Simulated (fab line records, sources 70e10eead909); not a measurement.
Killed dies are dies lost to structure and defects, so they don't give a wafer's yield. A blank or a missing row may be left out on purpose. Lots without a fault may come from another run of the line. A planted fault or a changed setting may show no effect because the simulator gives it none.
fab line records | flow nand_harc
record lots=15 wafers=43 last_day=33
route steps=1302 shown A_SOURCE_PLATE@416 A_ONON_D1@441 END@1302
lots that met no fault: from a run of the same line without faults
start_h: hours from the record's first day to the start of the lot's first wafer shown | wait_h: hours since the lot's step before | " the same as in the row above | L1.1+2: a row that stands for several wafers | - no value, or no start given | * or withheld: withheld | < > ~ a bound
route shown NAME@n: a module of which the file shows steps, and the number in the route of the first | usual: mean/standard deviation of fault-free wafers | same: alike in all rows | chamber/n: place in a boat | sites: the reading at each site | _std_site: their standard deviation | _edge_site: outer sites' mean less inner sites' | radius_mm: how far each site lies from the wafer's centre | mask NAME#n: copy n | behind: the tool/chamber that last shaped the wafer | hold: why the lot was held/for how many hours/how that ended | device: the transistor (n, p or np) that didn't switch | end of line: the same wafers' tests at the end of the route | a step without rows: its recipe alone | killed: dies lost to structure and defects at the first sort, not the wafer's yield | map: a wafer's dies, x killed, . not, _ none there
set.NAME: the setting as run; set.NAME@STEP: as run at that earlier step | model.NAME: the simulator's own value behind a step, which no gauge read
steps of the route over a sample of lots; a table a step, a row a wafer
services: from which hour (start_h, from the record's first day; less than 0 if before it) a tool's chamber was out of use, for how many hours, and why
## steps
# step NHARC_A_SOURCE_PLATE_THK_MEAS_09
# recipe thk_meas_gauge=ellipsometry
# usual thk_nm=9.6/0.91
# columns lot.wafer tool chamber start_h wait_h thk_nm
L684.1 film_metro-02 - 160.04 0.4 10.9
L684.4 " - " " 8.3
L684.5 " - " " 10.5
L683.3 film_metro-01 - 160.04 0.4 7.6
L683.4 " - " " 9.2
L683.5 " - " " 10.6
L685.1 film_metro-02 - 177.24 0.4 7.1
L685.3 " - " " 9.2
L685.4 " - " " 9.7
L687.1 film_metro-02 - 194.35 0.4 9.4
L687.4 " - " " 10.1
L687.6 " - " " 10.2
L689.1 film_metro-01 - 208.25 0.4 8.4
L689.2 " - " " 9.0
L689.3 " - " " 10.3
L690.1 film_metro-01 - 216.71 0.4 9.0
L690.3 " - " " 11.0
L690.5 " - " " 10.4
L691.1 film_metro-01 - 226.28 0.4 9.6
L691.3 " - " " 9.8
L691.4 " - " " 11.3
L692.2 film_metro-02 - 238.30 0.4 8.1
L692.4 " - " " 8.4
L692.5 " - " " 8.7
L694.2 film_metro-02 - 256.56 0.4 8.9
L694.3 " - " " 9.7
L694.6 " - " " 9.6
L695.1 film_metro-01 - 266.20 0.4 9.4
L695.4 " - " " 10.1
L695.6 " - " " 10.1
L696.1 film_metro-01 - 291.39 0.4 9.3
L696.4 " - " " 9.6
L698.1 film_metro-01 - 291.40 0.4 9.4
L698.2 " - " " 8.9
L698.6 " - " " 7.6
L699.1 film_metro-02 - 311.36 0.4 9.8
L699.4 " - " " 10.2
L704.1 film_metro-02 - 357.97 0.4 9.1
L704.3 " - " " 9.6
L704.5 " - " " 9.7
L706.1 film_metro-01 - 380.49 0.4 9.5
L706.4 " - " " 8.8
L706.6 " - " " 11.7
# step NHARC_A_ONON_D1_THK_MEAS_24
# recipe thk_meas_gauge=ellipsometry
# usual thk_nm=999/7.1
# columns lot.wafer tool chamber start_h wait_h thk_nm
L684.1 film_metro-02 - 189.55 - 992
L684.4 " - " " 991
L684.5 " - " " 992
L683.3 film_metro-02 - 189.59 - 1015
L683.4 " - " " 1017
L683.5 " - " " 1014
L685.1 film_metro-01 - 203.85 - 1004
L685.3 " - " " 1004
L685.4 " - " " 1004
L687.1 film_metro-01 - 215.85 - 1005
L687.4 " - " " 1003
L687.6 " - " " 1004
L689.1 film_metro-01 - 233.20 - 1008
L689.2 " - " " 1008
L689.3 " - " " 1009
L690.1 film_metro-01 - 242.67 - 1003
L690.3 " - " " 999
L690.5 " - " " 1002
L691.1 film_metro-01 - 256.61 - 1008
L691.3 " - " " 1011
L691.4 " - " " 1010
L692.2 film_metro-01 - 264.48 - 994
L692.4 " - " " 991
L692.5 " - " " 993
L694.2 film_metro-02 - 282.87 - 994
L694.3 " - " " 992
L694.6 " - " " 991
L695.1 film_metro-02 - 291.25 - 1003
L695.4 " - " " 1004
L695.6 " - " " 1002
L698.1 film_metro-01 - 319.93 - 995
L698.2 " - " " 995
L698.6 " - " " 994
L696.1 film_metro-01 - 320.28 - 1004
L696.4 " - " " 1003
L699.1 film_metro-01 - 336.21 - 993
L699.4 " - " " 992
L704.1 film_metro-01 - 380.43 - 1006
L704.3 " - " " 1008
L704.5 " - " " 1005
L706.1 film_metro-01 - 406.80 - 1005
L706.4 " - " " 1005
L706.6 " - " " 1005
# step NHARC_A_ONON_D1_DEP_25
# recipe target_thk_a=10000 n2_flow_sccm=2750 n2o_flow_sccm=2000 nh3_flow_sccm=500 sih4_flow_sccm=210 temp_c=400
# columns lot.wafer tool chamber start_h wait_h
L684.1+4+5 pecvd_onon-04 0 189.61 0.1
L683.3+4+5 pecvd_onon-03 0 189.76 0.2
L685.1+3+4 pecvd_onon-02 0 203.91 0.1
L687.1+4+6 pecvd_onon-02 0 215.91 0.1
L689.1+2+3 pecvd_onon-04 0 233.26 0.1
L690.1+3+5 pecvd_onon-02 0 242.73 0.1
L691.1+3+4 pecvd_onon-02 0 256.67 0.1
L692.2+4+5 pecvd_onon-02 0 264.59 0.1
L694.2+3+6 pecvd_onon-04 0 282.99 0.1
L695.1+4+6 pecvd_onon-02 0 291.31 0.1
L698.1+2+6 pecvd_onon-02 0 319.98 0.1
L696.1+4 pecvd_onon-02 0 320.34 0.1
L699.1+4 pecvd_onon-02 0 336.26 0.1
L704.1+3+5 pecvd_onon-04 0 380.48 0.1
L706.1+4+6 pecvd_onon-02 0 406.85 0.1
# step NHARC_A_ONON_D1_THK_MEAS_27
# recipe thk_meas_gauge=ellipsometry
# usual thk_nm=997/7.6
# columns lot.wafer tool chamber start_h wait_h thk_nm
L684.1 film_metro-01 - 190.11 - 1005
L684.4 " - " " 1007
L684.5 " - " " 1005
L683.3 film_metro-02 - 190.16 - 996
L683.4 " - " " 997
L683.5 " - " " 1000
L685.1 film_metro-02 - 204.42 - 1010
L685.3 " - " " 1012
L685.4 " - " " 1010
L687.1 film_metro-02 - 216.42 - 992
L687.4 " - " " 994
L687.6 " - " " 992
L689.1 film_metro-01 - 233.77 - 998
L689.2 " - " " 998
L689.3 " - " " 999
L690.1 film_metro-02 - 243.25 - 992
L690.3 " - " " 993
L690.5 " - " " 993
L691.1 film_metro-02 - 257.18 - 992
L691.3 " - " " 992
L691.4 " - " " 989
L692.2 film_metro-02 - 265.05 - 986
L692.4 " - " " 984
L692.5 " - " " 987
L694.2 film_metro-01 - 283.44 - 1005
L694.3 " - " " 1004
L694.6 " - " " 1004
L695.1 film_metro-02 - 291.82 - 1004
L695.4 " - " " 1005
L695.6 " - " " 1005
L698.1 film_metro-02 - 320.49 - 992
L698.2 " - " " 994
L698.6 " - " " 1551
L696.1 film_metro-02 - 320.85 - 999
L696.4 " - " " 1557
L699.1 film_metro-02 - 336.77 - 984
L699.4 " - " " 1542
L704.1 film_metro-01 - 381.00 - 1008
L704.3 " - " " 1008
L704.5 " - " " 1007
L706.1 film_metro-01 - 407.36 - 988
L706.4 " - " " 988
L706.6 " - " " 986
# step NHARC_END_SORT_01
# recipe temp_c=25
# usual killed_at_array=59/17 killed_at_other=0.9/1.6 killed_at_periphery=3.7/2.3 killed_dies=64/17 killed_open=3.3/1.8 killed_short=2.4/1.6
# same gross_dies=677
# columns lot.wafer tool chamber start_h wait_h killed_at_array killed_at_other killed_at_periphery killed_dies killed_open killed_short
L683.3 prober-01 0 577.62 3.1 55 0 2 57 4 2
L683.4 prober-01 0 578.42 3.4 47 1 6 54 5 1
L683.5 prober-01 0 579.21 3.7 47 0 1 48 6 1
L684.1 prober-02 0 589.37 2.5 43 0 3 46 4 1
L684.4 prober-02 0 591.79 3.4 36 0 3 39 3 1
L684.5 prober-02 0 592.60 3.7 49 0 2 51 3 1
L685.1 prober-01 0 597.01 2.5 43 0 2 45 3 1
L685.3 prober-01 0 598.64 3.1 47 0 3 50 2 5
L685.4 prober-01 0 599.45 3.4 40 0 1 41 0 3
L687.1 prober-02 0 597.23 2.5 39 0 4 43 5 3
L687.4 prober-02 0 599.65 3.4 50 1 2 53 4 4
L687.6 prober-02 0 601.26 4.0 36 0 5 41 2 4
L690.1 prober-02 0 619.66 2.5 47 5 2 54 4 4
L690.3 prober-02 0 621.27 3.1 63 4 2 69 2 2
L690.5 prober-02 0 622.87 3.7 59 8 3 70 5 2
L689.1 prober-01 0 619.72 2.5 47 2 3 52 3 1
L689.2 prober-01 0 620.53 2.8 50 1 3 54 9 2
L689.3 prober-01 0 621.33 3.1 54 1 3 58 8 4
L691.1 prober-02 0 644.72 2.5 39 0 6 45 1 0
L691.3 prober-02 0 646.31 3.1 73 0 9 82 3 5
L691.4 prober-02 0 647.11 3.4 67 0 10 77 3 2
L692.2 prober-01 0 667.81 2.8 67 5 6 78 3 3
L692.4 prober-01 0 669.37 3.3 78 2 3 83 5 1
L692.5 prober-01 0 670.15 3.6 67 1 7 75 3 4
L694.2 prober-02 0 677.51 2.8 74 1 0 75 3 2
L694.3 prober-02 0 678.31 3.1 98 1 3 102 3 5
L694.6 prober-02 0 680.69 4.0 84 2 0 86 3 8
L695.1 prober-02 0 700.54 2.5 71 0 4 75 2 2
L695.4 prober-02 0 702.96 3.4 55 0 4 59 2 3
L695.6 prober-02 0 704.56 4.0 78 0 4 82 2 3
L696.1 prober-01 0 700.55 2.5 61 0 4 65 3 4
L696.4 prober-01 0 702.94 3.4 675 0 2 677 3 0
L699.1 prober-02 0 714.80 2.5 58 0 5 63 3 2
L699.4 prober-02 0 717.23 3.4 676 0 1 677 2 2
L698.1 prober-01 0 716.15 2.5 85 0 1 86 4 2
L698.2 prober-01 0 716.95 2.8 82 0 3 85 1 7
L698.6 prober-01 0 720.13 4.0 668 0 9 677 2 2
L704.1 prober-01 0 764.50 2.5 80 1 3 84 7 5
L704.3 prober-01 0 766.10 3.1 66 0 8 74 6 2
L704.5 prober-01 0 767.70 3.7 83 0 7 90 6 6
L706.1 prober-02 0 787.58 2.5 66 1 1 68 2 3
L706.4 prober-02 0 789.94 3.4 76 0 4 80 8 6
L706.6 prober-02 0 791.52 3.9 68 2 3 73 1 2
# killed by level:class
L683.3 A_CHANNEL_HOLE_D1:chamber_film_flake=21 A_CHANNEL_HOLE_D2:chamber_film_flake=19 A_CONTACT:chamber_film_flake=5 A_WL_FILL:chamber_film_flake=4 P_M0:geometric_particle:open=1 A_CHANNEL_FILL_D1:geometric_particle:short=1 A_CHANNEL_FILL_D1:geometric_particle:open=1 A_WL_FILL:geometric_particle:open=1
L683.4 A_CHANNEL_HOLE_D2:chamber_film_flake=20 A_CHANNEL_HOLE_D1:chamber_film_flake=17 P_M0:geometric_particle:open=3 P_ZERO_WELL:chamber_film_flake=3 A_CONTACT:chamber_film_flake=3 A_WL_FILL:chamber_film_flake=2 A_ONON_D1:geometric_particle:open=1 A_WL_FILL:geometric_particle:short=1
L683.5 A_CHANNEL_HOLE_D2:chamber_film_flake=18 A_CHANNEL_HOLE_D1:chamber_film_flake=17 A_CONTACT:chamber_film_flake=4 A_BLC:geometric_particle:open=2 A_M0:geometric_particle:open=2 A_DECK1_JOINT:geometric_particle:open=1 A_CHANNEL_FILL_D2:geometric_particle:short=1 A_WL_FILL:geometric_particle:open=1
L684.1 A_SLIT:chamber_film_flake=23 A_CHANNEL_HOLE_D2:chamber_film_flake=7 A_BONDPAD:chamber_film_flake=3 P_GATE:chamber_film_flake=2 A_BLC:chamber_film_flake=2 P_M2:geometric_particle:open=1 A_SOURCE_PLATE:geometric_particle:short=1 A_SGD_CUT:geometric_particle:open=1
L684.4 A_SLIT:chamber_film_flake=20 A_CHANNEL_HOLE_D2:chamber_film_flake=5 A_BLC:chamber_film_flake=4 A_CONTACT:chamber_film_flake=2 P_M0:geometric_particle:open=1 P_M2:geometric_particle:open=1 A_ONON_D1:geometric_particle:open=1 A_WL_FILL:geometric_particle:short=1
L684.5 A_SLIT:chamber_film_flake=25 A_CHANNEL_HOLE_D2:chamber_film_flake=8 A_BLC:chamber_film_flake=5 A_CHANNEL_HOLE_D1:chamber_film_flake=4 P_GATE:chamber_film_flake=2 A_BONDPAD:chamber_film_flake=2 A_CHANNEL_FILL_D2:geometric_particle:open=1 A_WL_FILL:geometric_particle:open=1
L685.1 A_SLIT:chamber_film_flake=23 A_CHANNEL_HOLE_D1:chamber_film_flake=6 A_DECK1_JOINT:chamber_film_flake=3 A_CONTACT:chamber_film_flake=3 A_CHANNEL_FILL_D1:chamber_film_flake=2 A_STAIRCASE:chamber_film_flake=2 P_CONTACT:geometric_particle:open=1 A_CHANNEL_FILL_D1:geometric_particle:short=1
L687.1 A_CHANNEL_HOLE_D2:chamber_film_flake=28 P_STI:chamber_film_flake=3 A_CHANNEL_HOLE_D1:chamber_film_flake=2 P_CONTACT:geometric_particle:short=1 A_SOURCE_PLATE:geometric_particle:open=1 A_DECK1_JOINT:geometric_particle:short=1 A_CHANNEL_HOLE_D2:geometric_particle:open=1 A_CHANNEL_FILL_D2:geometric_particle:open=1
L685.3 A_SLIT:chamber_film_flake=27 A_CHANNEL_HOLE_D2:chamber_film_flake=7 A_ONON_D1:geometric_particle:short=3 A_CHANNEL_FILL_D1:chamber_film_flake=3 A_CHANNEL_HOLE_D1:chamber_film_flake=2 A_CONTACT:chamber_film_flake=2 P_CONTACT:geometric_particle:short=1 P_M0:geometric_particle:short=1
L685.4 A_SLIT:chamber_film_flake=22 A_CHANNEL_HOLE_D2:chamber_film_flake=7 A_ZERO_WELL:chamber_film_flake=3 A_DECK1_JOINT:chamber_film_flake=2 A_CONTACT:chamber_film_flake=2 P_M1:geometric_particle:short=1 A_DECK1_JOINT:geometric_particle:short=1 A_BLC:geometric_particle:short=1
L687.4 A_CHANNEL_HOLE_D2:chamber_film_flake=32 A_CHANNEL_HOLE_D1:chamber_film_flake=6 A_SGD_CUT:geometric_particle:short=3 A_CONTACT:chamber_film_flake=3 A_STAIRCASE:chamber_film_flake=2 P_M2:geometric_particle:open=1 A_CHANNEL_FILL_D1:geometric_particle:open=1 A_WL_FILL:geometric_particle:short=1
L687.6 A_CHANNEL_HOLE_D2:chamber_film_flake=27 P_STI:chamber_film_flake=2 A_CHANNEL_HOLE_D1:chamber_film_flake=2 A_CONTACT:chamber_film_flake=2 P_GATE:geometric_particle:short=1 P_M0:geometric_particle:open=1 P_M1:geometric_particle:open=1 A_SOURCE_PLATE:geometric_particle:short=1
L690.1 A_SLIT:chamber_film_flake=23 A_CHANNEL_HOLE_D2:chamber_film_flake=10 THIN_TSV:chamber_film_flake=5 P_M0:geometric_particle:open=2 A_WL_FILL:geometric_particle:short=2 A_STAIRCASE:chamber_film_flake=2 A_CONTACT:chamber_film_flake=2 A_CHANNEL_FILL_D1:geometric_particle:open=1
L689.1 A_CHANNEL_HOLE_D1:chamber_film_flake=25 A_CHANNEL_HOLE_D2:chamber_film_flake=11 A_SLIT:chamber_film_flake=3 A_STAIRCASE:chamber_film_flake=2 A_CONTACT:chamber_film_flake=2 THIN_TSV:chamber_film_flake=2 P_STI:geometric_particle:open=1 P_M1:geometric_particle:open=1
L689.2 A_CHANNEL_HOLE_D1:chamber_film_flake=25 A_CHANNEL_HOLE_D2:chamber_film_flake=14 P_CONTACT:geometric_particle:open=3 A_CHANNEL_FILL_D1:geometric_particle:open=2 A_CONTACT:geometric_particle:open=2 A_CHANNEL_FILL_D1:geometric_particle:short=1 A_ONON_D2:geometric_particle:open=1 A_STAIRCASE:geometric_particle:short=1
L690.3 A_SLIT:chamber_film_flake=32 A_CHANNEL_HOLE_D2:chamber_film_flake=13 A_STAIRCASE:chamber_film_flake=6 A_CHANNEL_HOLE_D1:chamber_film_flake=5 THIN_TSV:chamber_film_flake=4 A_CHANNEL_FILL_D1:chamber_film_flake=2 P_CONTACT:geometric_particle:open=1 A_ONON_D1:geometric_particle:short=1
L689.3 A_CHANNEL_HOLE_D1:chamber_film_flake=29 A_CHANNEL_HOLE_D2:chamber_film_flake=11 A_CHANNEL_FILL_D2:geometric_particle:open=2 A_M1:geometric_particle:open=2 A_CHANNEL_FILL_D2:chamber_film_flake=2 A_CONTACT:chamber_film_flake=2 P_GATE:geometric_particle:open=1 P_CONTACT:geometric_particle:open=1
L690.5 A_SLIT:chamber_film_flake=24 A_CHANNEL_HOLE_D2:chamber_film_flake=14 THIN_TSV:chamber_film_flake=8 A_WL_FILL:chamber_film_flake=6 A_STAIRCASE:chamber_film_flake=4 A_CONTACT:chamber_film_flake=4 P_CONTACT:geometric_particle:open=1 A_ONON_D1:geometric_particle:open=1
L691.1 A_SLIT:chamber_film_flake=20 A_CHANNEL_HOLE_D2:chamber_film_flake=6 A_CHANNEL_HOLE_D1:chamber_film_flake=5 P_BONDPAD:chamber_film_flake=3 A_CHANNEL_FILL_D1:chamber_film_flake=3 P_GATE:chamber_film_flake=2 A_ZERO_WELL:chamber_film_flake=2 A_WL_FILL:geometric_particle:open=1
L691.3 A_SLIT:chamber_film_flake=34 A_CHANNEL_HOLE_D2:chamber_film_flake=12 A_STAIRCASE:chamber_film_flake=8 P_BONDPAD:chamber_film_flake=5 P_GATE:chamber_film_flake=4 A_CHANNEL_HOLE_D1:chamber_film_flake=4 A_CONTACT:chamber_film_flake=3 A_ONON_D2:geometric_particle:short=2
L691.4 A_SLIT:chamber_film_flake=36 A_CHANNEL_HOLE_D2:chamber_film_flake=16 A_STAIRCASE:chamber_film_flake=6 P_GATE:chamber_film_flake=5 P_BONDPAD:chamber_film_flake=4 A_CONTACT:chamber_film_flake=2 A_ONON_D1:geometric_particle:short=1 A_DECK1_JOINT:geometric_particle:open=1
L692.2 A_CHANNEL_HOLE_D1:chamber_film_flake=33 A_CHANNEL_HOLE_D2:chamber_film_flake=23 THIN_TSV:chamber_film_flake=5 A_STAIRCASE:chamber_film_flake=4 A_WL_FILL:geometric_particle:short=2 A_SGD_CUT:chamber_film_flake=2 P_GATE:geometric_particle:open=1 P_CONTACT:geometric_particle:open=1
L692.4 A_CHANNEL_HOLE_D1:chamber_film_flake=30 A_CHANNEL_HOLE_D2:chamber_film_flake=28 A_STAIRCASE:chamber_film_flake=5 A_CHANNEL_FILL_D2:chamber_film_flake=3 A_SGD_CUT:chamber_film_flake=3 A_M1:geometric_particle:open=2 THIN_TSV:chamber_film_flake=2 P_M0:geometric_particle:open=1
L692.5 A_CHANNEL_HOLE_D1:chamber_film_flake=32 A_CHANNEL_HOLE_D2:chamber_film_flake=21 A_STAIRCASE:chamber_film_flake=5 A_SGD_CUT:chamber_film_flake=4 P_GATE:chamber_film_flake=2 P_GATE:geometric_particle:short=1 P_M1:geometric_particle:open=1 A_SOURCE_PLATE:geometric_particle:open=1
L694.2 A_SLIT:chamber_film_flake=29 A_CHANNEL_HOLE_D1:chamber_film_flake=28 A_CHANNEL_HOLE_D2:chamber_film_flake=10 A_CONTACT:geometric_particle:open=2 A_STAIRCASE:chamber_film_flake=2 A_SOURCE_PLATE:geometric_particle:short=1 A_ONON_D2:geometric_particle:open=1 A_M0:geometric_particle:short=1
L694.3 A_SLIT:chamber_film_flake=33 A_CHANNEL_HOLE_D1:chamber_film_flake=28 A_CHANNEL_HOLE_D2:chamber_film_flake=20 A_STAIRCASE:chamber_film_flake=7 A_CONTACT:chamber_film_flake=3 A_CHANNEL_FILL_D2:chamber_film_flake=2 P_CONTACT:geometric_particle:short=1 P_M0:geometric_particle:short=1
L694.6 A_SLIT:chamber_film_flake=30 A_CHANNEL_HOLE_D1:chamber_film_flake=27 A_CHANNEL_HOLE_D2:chamber_film_flake=10 A_STAIRCASE:chamber_film_flake=5 A_ONON_D2:geometric_particle:short=4 A_CHANNEL_FILL_D1:geometric_particle:short=3 A_CHANNEL_FILL_D2:geometric_particle:open=2 THIN_TSV:chamber_film_flake=2
L695.1 A_SLIT:chamber_film_flake=33 A_CHANNEL_HOLE_D2:chamber_film_flake=17 A_CHANNEL_HOLE_D1:chamber_film_flake=9 A_CONTACT:chamber_film_flake=6 A_CHANNEL_FILL_D2:chamber_film_flake=2 P_CONTACT:geometric_particle:short=1 A_DECK1_JOINT:geometric_particle:open=1 A_CHANNEL_FILL_D2:geometric_particle:short=1
L696.1 A_CHANNEL_HOLE_D1:chamber_film_flake=20 A_CHANNEL_HOLE_D2:chamber_film_flake=17 A_CONTACT:chamber_film_flake=5 A_BLC:chamber_film_flake=4 A_ZERO_WELL:chamber_film_flake=3 A_SLIT:chamber_film_flake=3 A_CHANNEL_FILL_D1:geometric_particle:open=2 P_ZERO_WELL:chamber_film_flake=2
L696.4 A_ONON_D1:area_dep=601 A_CHANNEL_HOLE_D1:chamber_film_flake=28 A_CHANNEL_HOLE_D2:chamber_film_flake=26 A_CONTACT:chamber_film_flake=11 P_BONDPAD:chamber_film_flake=2 A_WL_FILL:chamber_film_flake=2 A_CHANNEL_HOLE_D1:geometric_particle:open=1 A_CHANNEL_FILL_D1:geometric_particle:open=1
L695.4 A_SLIT:chamber_film_flake=27 A_CHANNEL_HOLE_D2:chamber_film_flake=13 A_CHANNEL_HOLE_D1:chamber_film_flake=5 A_CONTACT:chamber_film_flake=4 P_GATE:chamber_film_flake=3 A_DECK1_JOINT:chamber_film_flake=2 P_CONTACT:geometric_particle:short=1 A_ONON_D1:geometric_particle:open=1
L695.6 A_SLIT:chamber_film_flake=34 A_CHANNEL_HOLE_D2:chamber_film_flake=21 A_CHANNEL_HOLE_D1:chamber_film_flake=7 A_CONTACT:chamber_film_flake=5 A_STAIRCASE:chamber_film_flake=3 P_GATE:chamber_film_flake=2 A_DECK1_JOINT:chamber_film_flake=2 A_ONON_D1:geometric_particle:open=1
L699.1 A_CHANNEL_HOLE_D1:chamber_film_flake=27 A_CHANNEL_HOLE_D2:chamber_film_flake=22 A_CONTACT:chamber_film_flake=5 P_GATE:geometric_particle:open=1 P_CONTACT:geometric_particle:short=1 P_M0:geometric_particle:open=1 A_CHANNEL_HOLE_D1:geometric_particle:open=1 A_CHANNEL_FILL_D2:geometric_particle:short=1
L698.1 A_CHANNEL_HOLE_D1:chamber_film_flake=42 A_CHANNEL_HOLE_D2:chamber_film_flake=19 A_STAIRCASE:chamber_film_flake=7 A_CONTACT:chamber_film_flake=6 A_SLIT:chamber_film_flake=3 A_M0:geometric_particle:open=2 A_WL_FILL:chamber_film_flake=2 A_ONON_D1:geometric_particle:open=1
L698.2 A_CHANNEL_HOLE_D2:chamber_film_flake=23 A_CHANNEL_HOLE_D1:chamber_film_flake=21 A_STAIRCASE:chamber_film_flake=16 A_CONTACT:chamber_film_flake=7 P_GATE:chamber_film_flake=3 A_SLIT:chamber_film_flake=3 A_WL_FILL:geometric_particle:short=2 A_DECK1_JOINT:chamber_film_flake=2
L699.4 A_ONON_D1:area_dep=610 A_CHANNEL_HOLE_D1:chamber_film_flake=27 A_CHANNEL_HOLE_D2:chamber_film_flake=26 A_CONTACT:chamber_film_flake=6 A_WL_FILL:chamber_film_flake=1 A_ONON_D1:geometric_particle:short=1 A_DECK1_JOINT:geometric_particle:short=1 A_SLIT:geometric_particle:open=1
L698.6 A_ONON_D1:area_dep=590 A_CHANNEL_HOLE_D1:chamber_film_flake=34 A_CHANNEL_HOLE_D2:chamber_film_flake=21 A_CONTACT:chamber_film_flake=7 A_STAIRCASE:chamber_film_flake=6 P_GATE:chamber_film_flake=4 P_STI:chamber_film_flake=3 A_ZERO_WELL:chamber_film_flake=3
L704.1 A_SLIT:chamber_film_flake=25 A_CONTACT:chamber_film_flake=15 A_CHANNEL_HOLE_D2:chamber_film_flake=14 A_CHANNEL_HOLE_D1:chamber_film_flake=10 P_CONTACT:geometric_particle:open=2 A_WL_FILL:geometric_particle:short=2 A_STAIRCASE:chamber_film_flake=2 A_WL_FILL:chamber_film_flake=2
L704.3 A_SLIT:chamber_film_flake=22 A_CHANNEL_HOLE_D2:chamber_film_flake=14 A_CONTACT:chamber_film_flake=12 A_CHANNEL_HOLE_D1:chamber_film_flake=11 P_M0:geometric_particle:open=2 A_ONON_D1:geometric_particle:open=2 P_STI:chamber_film_flake=2 P_CONTACT:geometric_particle:short=1
L704.5 A_CHANNEL_HOLE_D2:chamber_film_flake=27 A_SLIT:chamber_film_flake=20 A_CHANNEL_HOLE_D1:chamber_film_flake=14 A_CONTACT:chamber_film_flake=12 A_CONTACT:geometric_particle:open=2 P_GATE:chamber_film_flake=2 P_STI:geometric_particle:open=1 P_CONTACT:geometric_particle:open=1
L706.1 A_SLIT:chamber_film_flake=29 A_CHANNEL_HOLE_D1:chamber_film_flake=17 A_CONTACT:chamber_film_flake=11 A_WL_FILL:chamber_film_flake=3 A_ONON_D1:geometric_particle:open=1 A_CHANNEL_HOLE_D2:geometric_particle:short=1 A_WL_FILL:geometric_particle:short=1 A_CONTACT:geometric_particle:open=1
L706.4 A_SLIT:chamber_film_flake=34 A_CHANNEL_HOLE_D1:chamber_film_flake=18 A_CONTACT:chamber_film_flake=9 P_CONTACT:geometric_particle:open=2 A_WL_FILL:geometric_particle:open=2 A_BLC:geometric_particle:open=2 A_CHANNEL_FILL_D1:chamber_film_flake=2 P_GATE:geometric_particle:short=1
L706.6 A_SLIT:chamber_film_flake=39 A_CHANNEL_HOLE_D1:chamber_film_flake=11 A_CONTACT:chamber_film_flake=9 A_CHANNEL_HOLE_D2:chamber_film_flake=3 A_CHANNEL_FILL_D2:chamber_film_flake=3 P_GATE:chamber_film_flake=2 THIN_TSV:chamber_film_flake=2 P_M1:geometric_particle:short=1
## services
# columns tool chamber start_h hours kind
pecvd_onon-02 - 185.00 13.0 pm
pecvd_onon-03 - 227.00 13.0 pm
pecvd_onon-04 - 311.35 13.0 pm
pecvd_onon-02 - 366.00 13.0 pm
pecvd_onon-03 - 377.52 1.9 repair
## key
first_sign step=NHARC_A_ONON_D1_THK_MEAS_27 reading=thk_nm direction=up sigmas=73 usual=997 struck=1550
effect step=NHARC_END_SORT_01 reading=killed_at_array direction=up sigmas=37 usual=59 struck=673
more_kills_born_at NHARC_A_ONON_D1_DEP_25@pecvd_onon-02=1801
met_at NHARC_A_ONON_D1_DEP_25
struck_lots L696,L698,L699
struck_wafers L696.4,L698.6,L699.4
later_rows_left_out L696.4,L698.6,L699.4
tester_left_out L696,L698,L699
not_acting_at NHARC_A_SOURCE_PLATE_THK_MEAS_09,NHARC_A_ONON_D1_THK_MEAS_24
fault kind=process_parameter_drift tool=pecvd_onon-02 chamber=- onset_h=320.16 steps=NHARC_A_ONON_D1_DEP_25 channel=target_thk_a offset=* shape=step end_h=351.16 scope=struck_wafers_only acts_in=* stated=*
# tester_left_out: of these lots the tester's yield and bins aren't shown, on N5 and GAA mostly nor the transistor test; their killed dies are dies lost to structure and defects alone, not to doping, threshold or leakage, so they don't give the yield
# later_rows_left_out: the simulator's readings of these wafers behind a module that went badly wrong aren't trusted and aren't shown, but for the sort
